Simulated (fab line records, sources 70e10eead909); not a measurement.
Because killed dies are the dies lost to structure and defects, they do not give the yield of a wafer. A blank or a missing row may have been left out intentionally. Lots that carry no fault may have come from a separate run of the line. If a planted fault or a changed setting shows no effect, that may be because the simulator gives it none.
Chamber matching :: flow nand_harc :: NHARC_A_SLIT_DESCUM_14 on rie_diel-10: 4 sister chambers
The step chemistry O2, time 3 s. 4 wafers are shown with their chamber, then 7 later ones without.

== WAFERS, EACH WITH ITS CHAMBER ==
wafer: L087.2
chamber: 2
showerhead_plenum_p_Torr (Torr): 2.03

wafer: L087.6
chamber: 3
showerhead_plenum_p_Torr (Torr): 1.78

wafer: L091.4
chamber: 1
showerhead_plenum_p_Torr (Torr): 1.98

wafer: L091.5
chamber: 0
showerhead_plenum_p_Torr (Torr): 1.92

== WAFERS WHOSE CHAMBER IS MISSING ==
wafer: L091.6
showerhead_plenum_p_Torr (Torr): 1.78

wafer: L086.1
showerhead_plenum_p_Torr (Torr): 1.98

wafer: L086.3
showerhead_plenum_p_Torr (Torr): 2.02

wafer: L086.5
showerhead_plenum_p_Torr (Torr): 1.98

wafer: L090.1
showerhead_plenum_p_Torr (Torr): 1.78

wafer: L090.2
showerhead_plenum_p_Torr (Torr): 1.98

wafer: L090.6
showerhead_plenum_p_Torr (Torr): 1.78

== WHICH CHAMBER EACH WENT THROUGH ==
wafer: L091.6
from the rows above: 3
in truth: 3

wafer: L086.1
from the rows above: 1
in truth: 1

wafer: L086.3
from the rows above: 2
in truth: 2

wafer: L086.5
from the rows above: 1
in truth: 1

wafer: L090.1
from the rows above: 3
in truth: 3

wafer: L090.2
from the rows above: 1
in truth: 1

wafer: L090.6
from the rows above: 3
in truth: 3
7 of 7 placed correctly. From these rows, 0 cannot be placed. Placed wrongly: 0.
How it was worked out, from the rows above alone: a wafer's distance from a chamber is the root of the sum, over the readings, of the square of ((its reading less the chamber's mean) divided by the reading's scatter). If the next closest chamber is less than 2 further off than the closest, the wafer can't be placed; otherwise it belongs to the closest. For every chamber, the mean is computed from those of its wafers that are shown. The scatter (one wafer shown for each chamber): square how far every hidden wafer sits from the nearest shown wafer, average those squares and take the square root.
